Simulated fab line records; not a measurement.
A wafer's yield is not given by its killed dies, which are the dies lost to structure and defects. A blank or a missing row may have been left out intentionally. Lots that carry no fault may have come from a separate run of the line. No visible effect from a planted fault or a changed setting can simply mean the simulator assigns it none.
Matching of chambers    flow n5_finfet    N5_BEOL_M10_DESCUM_33 on rie_diel-04 has 4 sister chambers
The step chemistry O2, time 7.9 s. 4 wafers are shown with their chamber, then 10 later ones without.

## WAFERS WITH THEIR CHAMBER
wafer   chamber  drypump_motor_current_A (A)
L083.4  0        6.4
L085.2  3        6.4
L088.2  1        5.3
L088.4  2        5.4

## WAFERS WITHOUT THEIR CHAMBER
wafer   drypump_motor_current_A (A)
L088.5  5.3
L092.1  5.4
L092.2  6.5
L092.5  5.3
L096.1  5.5
L096.2  5.3
L096.3  6.4
L095.1  6.4
L095.2  5.3
L095.4  5.5

## THE CHAMBER EACH PASSED THROUGH
wafer   from the rows above      in truth
L088.5  can't be placed: 1 or 2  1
L092.1  can't be placed: 2 or 1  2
L092.2  can't be placed: 0 or 3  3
L092.5  can't be placed: 1 or 2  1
L096.1  can't be placed: 2 or 1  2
L096.2  can't be placed: 1 or 2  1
L096.3  can't be placed: 0 or 3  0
L095.1  can't be placed: 0 or 3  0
L095.2  can't be placed: 1 or 2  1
L095.4  can't be placed: 2 or 1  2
Correctly placed: 0 of 10. Cannot be placed on the basis of these rows: 10; the candidates contain the true chamber in 10. 0 placed wrongly.
How it was worked out, from the rows above alone: a wafer's distance from a chamber is the root of the sum, over the readings, of the square of ((its reading less the chamber's mean) divided by the reading's scatter). The wafer belongs to the nearest chamber; if the next one is less than 2 further off, it can't be placed. Each chamber's mean is taken over the wafers shown for it. The scatter: root of mean squared gap, hidden wafer to nearest shown wafer, with one shown wafer a chamber.
